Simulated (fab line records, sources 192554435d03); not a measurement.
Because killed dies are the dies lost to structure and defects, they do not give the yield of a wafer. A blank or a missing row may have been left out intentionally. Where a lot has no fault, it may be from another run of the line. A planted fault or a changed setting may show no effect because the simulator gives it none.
Which tool is to blame? | flow n5_finfet | 12 lots, 35 wafers sampled, at 5 steps of a route of 1938

== WHAT EACH GAUGE READ, for each wafer ==
The record holds no reading of a measuring or inspecting step that can be judged against a usual standard deviation.

== WHICH TOOL RAN EACH LOT (tool, then ch and the chambers of the sampled wafers, then the start) ==
lot  | N5_FIN_SAQP_SPACER1_ALD_24       | N5_FIN_SAQP_MANDREL1_REMOVE_56  | N5_FIN_SAQP_RECESS_71             | N5_FIN_SAQP_MANDREL2_REMOVE_60  | N5_PASSIVATION_PROBE_49
L987 | ald_sin-04 ch 0,2, day 1 23:44   | rie_si-03 ch 0,2,3, day 2 00:32 | vapor_etch-02 ch 0,1, day 2 01:32 | rie_si-02 ch 0,1,2, day 2 02:06 | -
L988 | ald_sin-02 ch 2,3, day 2 04:44   | rie_si-03 ch 1,2,3, day 2 05:33 | vapor_etch-02 ch 0, day 2 06:32   | rie_si-02 ch 1,2,3, day 2 07:07 | -
L990 | ald_sin-03 ch 2,3, day 2 19:19   | rie_si-02 ch 1,2, day 2 20:07   | vapor_etch-02 ch 0,1, day 2 21:11 | rie_si-01 ch 2,3, day 2 21:52   | -
L993 | ald_sin-02 ch 1,2, day 3 12:17   | rie_si-02 ch 1,2,3, day 3 13:05 | vapor_etch-01 ch 1, day 3 14:04   | rie_si-03 ch 0,1,2, day 3 14:38 | -
L994 | ald_sin-04 ch 0,2,3, day 3 17:44 | rie_si-03 ch 0,1,2, day 3 18:32 | vapor_etch-01 ch 0,1, day 3 19:36 | rie_si-01 ch 0,1,3, day 3 20:23 | -
L995 | ald_sin-02 ch 0,2,3, day 3 23:24 | rie_si-02 ch 0,2,3, day 4 00:18 | vapor_etch-01 ch 0,1, day 4 01:17 | rie_si-03 ch 0,2,3, day 4 01:52 | prober-02, day 14 20:02
L996 | ald_sin-04 ch 1,2, day 4 07:11   | rie_si-02 ch 0,1, day 4 07:59   | vapor_etch-02 ch 0,1, day 4 09:06 | rie_si-02 ch 0,3, day 4 09:39   | -
L998 | ald_sin-04 ch 1,2, day 4 18:00   | rie_si-02 ch 0,1,3, day 4 18:48 | vapor_etch-02 ch 0,1, day 4 20:41 | rie_si-03 ch 2,3, day 4 22:17   | prober-01, day 15 12:01
L100 | ald_sin-04 ch 0,1,3, day 5 05:13 | rie_si-03 ch 0,3, day 5 06:01   | vapor_etch-02 ch 0,1, day 5 07:15 | rie_si-01 ch 2,3, day 5 07:49   | prober-02, day 15 13:18
L106 | ald_sin-02 ch 0,1,3, day 6 16:56 | rie_si-03 ch 1,2, day 6 17:44   | vapor_etch-01 ch 0,1, day 6 18:52 | rie_si-01 ch 0,1,2, day 6 19:25 | -
L107 | ald_sin-03 ch 0,2,3, day 7 00:03 | rie_si-01 ch 0,2,3, day 7 00:52 | vapor_etch-01 ch 0, day 7 01:51   | rie_si-02 ch 0,3, day 7 02:24   | -
L110 | ald_sin-04 ch 0,1,3, day 7 17:49 | rie_si-03 ch 0,2,3, day 7 18:41 | vapor_etch-01 ch 0,1, day 7 20:21 | rie_si-03 ch 0,1, day 7 20:54   | -
- N5_FIN_SAQP_SPACER1_ALD_24: deposits SiO2, target thk 20.3 nm, pulse time 1 s, purge time 2 s.
- N5_FIN_SAQP_MANDREL1_REMOVE_56: chemistry HBr/Cl2/O2, target a-Si, stops on SiNx, bt time 10 s.
- N5_FIN_SAQP_RECESS_71: chemistry HF/NH3, target SiO2, target depth 3 nm, afs cycles 1, sublimation time 60 s.
- N5_FIN_SAQP_MANDREL2_REMOVE_60: chemistry HBr/Cl2/O2, target a-Si, stops on SiNx, bt time 10 s.
- N5_PASSIVATION_PROBE_49

== WHAT THE TOOLS THEMSELVES READ (means of the sampled wafers that have a number; where no wafer has one, the mark that the record gives instead) ==
N5_FIN_SAQP_SPACER1_ALD_24.
lot  | tool       | chamber_pressure_Torr (Torr) | heater_power_w (W) | precursor_pulse_height_rel | susceptor_temp_C (C)
L987 | ald_sin-04 | 1.999                        | 456                | 1.006                      | 300.04
L988 | ald_sin-02 | 1.998                        | 495                | 1.004                      | 300.19
L990 | ald_sin-03 | 1.996                        | 426                | 1.026                      | 300.14
L993 | ald_sin-02 | 2.002                        | 503                | 0.990                      | 300.21
L994 | ald_sin-04 | 1.996                        | 479                | 0.984                      | 300.16
L995 | ald_sin-02 | 2.002                        | 472                | 1.013                      | 299.86
L996 | ald_sin-04 | 2.003                        | 454                | 1.001                      | 299.85
L998 | ald_sin-04 | 1.998                        | 519                | 0.999                      | 318.44
L100 | ald_sin-04 | 2.002                        | 538                | 0.997                      | 318.49
L106 | ald_sin-02 | 1.999                        | 445                | 1.011                      | 300.03
L107 | ald_sin-03 | 2.000                        | 481                | 0.987                      | 300.02
L110 | ald_sin-04 | 2.004                        | 473                | 0.982                      | 299.94

N5_FIN_SAQP_MANDREL1_REMOVE_56.
lot  | tool      | drypump_motor_current_A (A) | oes_product_au (a.u.) | throttle_valve_pct (%)
L987 | rie_si-03 | 5.6                         | 0.974                 | 36.7
L988 | rie_si-03 | 5.3                         | 0.985                 | 36.8
L990 | rie_si-02 | 6.0                         | 1.013                 | 36.2
L993 | rie_si-02 | 6.1                         | 1.012                 | 36.4
L994 | rie_si-03 | 5.5                         | 0.979                 | 36.9
L995 | rie_si-02 | 6.0                         | 0.998                 | 36.6
L996 | rie_si-02 | 6.0                         | 1.016                 | 36.7
L998 | rie_si-02 | 6.2                         | 1.016                 | 36.6
L100 | rie_si-03 | 5.7                         | 0.967                 | 36.9
L106 | rie_si-03 | 5.2                         | 0.987                 | 37.0
L107 | rie_si-01 | 5.9                         | 1.001                 | 36.7
L110 | rie_si-03 | 5.6                         | 0.974                 | 36.7

N5_FIN_SAQP_RECESS_71.
lot  | tool          | drypump_motor_current_A (A) | foreline_p_Torr (Torr)
L987 | vapor_etch-02 | 6.21                        | 0.1276
L988 | vapor_etch-02 | 6.11                        | 0.1283
L990 | vapor_etch-02 | 6.28                        | 0.1281
L993 | vapor_etch-01 | 6.16                        | 0.1279
L994 | vapor_etch-01 | 5.98                        | 0.1287
L995 | vapor_etch-01 | 5.98                        | 0.1272
L996 | vapor_etch-02 | 6.33                        | 0.1284
L998 | vapor_etch-02 | 6.32                        | 0.1275
L100 | vapor_etch-02 | 6.22                        | 0.1286
L106 | vapor_etch-01 | 5.98                        | 0.1281
L107 | vapor_etch-01 | 5.93                        | 0.1292
L110 | vapor_etch-01 | 6.00                        | 0.1285

N5_FIN_SAQP_MANDREL2_REMOVE_60.
lot  | tool      | drypump_motor_current_A (A) | oes_product_au (a.u.) | throttle_valve_pct (%)
L987 | rie_si-02 | 5.9                         | 1.010                 | 36.5
L988 | rie_si-02 | 6.1                         | 1.010                 | 36.4
L990 | rie_si-01 | 5.5                         | 1.016                 | 36.8
L993 | rie_si-03 | 5.5                         | 0.976                 | 36.9
L994 | rie_si-01 | 5.8                         | 1.009                 | 37.0
L995 | rie_si-03 | 5.6                         | 0.974                 | 36.7
L996 | rie_si-02 | 6.3                         | 1.010                 | 36.7
L998 | rie_si-03 | 5.5                         | 0.969                 | 36.5
L100 | rie_si-01 | 5.5                         | 1.014                 | 36.9
L106 | rie_si-01 | 5.8                         | 1.009                 | 36.9
L107 | rie_si-02 | 6.3                         | 1.007                 | 36.7
L110 | rie_si-03 | 5.6                         | 0.969                 | 37.1

N5_PASSIVATION_PROBE_49.
lot  | tool      | killed_at_M0_to_M3 | killed_at_M4_up | killed_at_contacts | killed_at_front_end | killed_at_other | killed_dies | killed_open | killed_short
L995 | prober-02 | 26                 | 11              | 14                 | 47                  | 4.7             | 102         | 59          | 41
L998 | prober-01 | 47                 | 10              | 22                 | 53                  | 2.0             | 134         | 82          | 51
L100 | prober-02 | 28                 | 13              | 7                  | 34                  | 1.0             | 83          | 48          | 33

== THE ANSWER, worked out from the rows above alone ==
Rule: usual is defined by the lots themselves. Put in order of their means at a reading, lots are off if they are a third of the lots or fewer, leave a main group of 4 or more, and stand apart from it by a gap of 3 or more times the standard deviation of the main group's means; of several such gaps the widest counts. Not used: any main group whose means are identical at the precision the tables above print for the reading. Also off: a lot with no number at a reading for which 4 or more lots have one. The other lots that the step has rows for count as sound. After the gauges, taken in route order, come the tools' own readings; for these a lot's mean is taken, as printed above. At the first step where some lot is off, the reading lying furthest off is the one used; lots without a number count as furthest.
Off: L998, L100, at N5_FIN_SAQP_SPACER1_ALD_24 (susceptor_temp_C). For the main group the mean is 300.04 C and the standard deviation 0.12.
If a tool, at that step or one of the process steps before it, ran each lot that is off and ran no sound lot following the first of them, it fits. Not one of the candidates tried fits.

== WHAT WAS PUT IN BY THE SIMULATOR ==
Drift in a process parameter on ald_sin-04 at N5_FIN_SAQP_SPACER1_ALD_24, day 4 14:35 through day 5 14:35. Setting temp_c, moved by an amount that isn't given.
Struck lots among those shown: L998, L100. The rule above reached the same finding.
